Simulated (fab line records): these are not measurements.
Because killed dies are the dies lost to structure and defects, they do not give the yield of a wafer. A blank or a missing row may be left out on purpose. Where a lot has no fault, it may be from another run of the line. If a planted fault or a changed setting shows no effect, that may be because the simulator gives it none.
8D (eight disciplines) problem report, filled in by code ; flow nand_harc ; the parts of the form that need people (team, actions taken, sign-off) are left out

1. THE ISSUE
Wafers without a fault read 0.2 nm, standard deviation 1; overlay_x_nm at NHARC_A_BLC_OVL_MEAS_11 reads a mean of 12.8 nm on 6 wafers belonging to 2 lots. Relative to the usual mean, that is a shift of +13 standard deviations.
First observed at day 25 05:55: wafer L778.1, on overlay-01. The record holds 36 wafers of 12 lots with a number at this step. The rule behind "out" and "out of limits": a value lying over 4 standard deviations away from the usual mean. All remaining wafers that have a number are taken as sound.

2. WHAT IT IS AND WHAT IT IS NOT
question;is;is not
which readings at this step;overlay_x_nm;overlay_y_nm
which lots;L778, L783;L771, L772, L781, L784, L785, L786, L791, L792, L793, L794
which wafers of those lots;all that have a number;-
read on which gauges;overlay-01;overlay-02
when;from day 25 05:55;"up to then (6 sound wafers); but 24 sound wafers of L781, L784, L785, L786, L791, L792, L793, L794 came after"

3. WHAT RULES OUT EACH SUSPECT
Counting: a tool at a process step up to the reading stays a suspect if it ran every lot that is out and no sound lot after the first of them.
- the gauge at NHARC_A_BLC_OVL_MEAS_11: kept. All the wafers that are out were read on overlay-01, and no step on other tools shows them out.
- arfi_scanner-03 at NHARC_A_BLC_EXPOSE_07 (exposes mask A BLC, target cd 100 nm): kept. It ran every lot that is out, first L778 (day 25 05:41), and no sound lot after that; its last sound lot up to then is L772 (day 22 16:41).
Remaining after the count are arfi_scanner-03 at NHARC_A_BLC_EXPOSE_07 and overlay-01 at NHARC_A_BLC_OVL_MEAS_11.

4. THE CAUSE (what the simulator had put in)
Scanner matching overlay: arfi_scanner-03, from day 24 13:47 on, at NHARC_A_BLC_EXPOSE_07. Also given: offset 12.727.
This tool is one of the 2 suspects left after counting.

5. SEQUENCE OF EFFECTS, ordered by route
Each row: a reading whose mean over the struck wafers that have a number lies more than 3 standard deviations from the usual. Scope: only readings with a usual standard deviation given in the record; hours: median across lots of the time from each lot's start at the first step in this table that gives one to its start at this step; sigmas: change in usual standard deviations.
hours;step;reading;usual;on struck wafers;change;sigmas
0;NHARC_A_BLC_OVL_MEAS_11;overlay_x_nm;0.2 nm;12.8;+12.6;+13

6. HOW IT WOULD HAVE BEEN CAUGHT EARLIER
16 hours passed between the start of the fault at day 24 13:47 and the first reading out of limits at a measuring or inspecting step in this record, taken at day 25 05:55.
L783, from the lots that are out (2), started NHARC_A_BLC_EXPOSE_07 on arfi_scanner-03 later than day 25 05:55. Holding the tool at that time would have saved it.
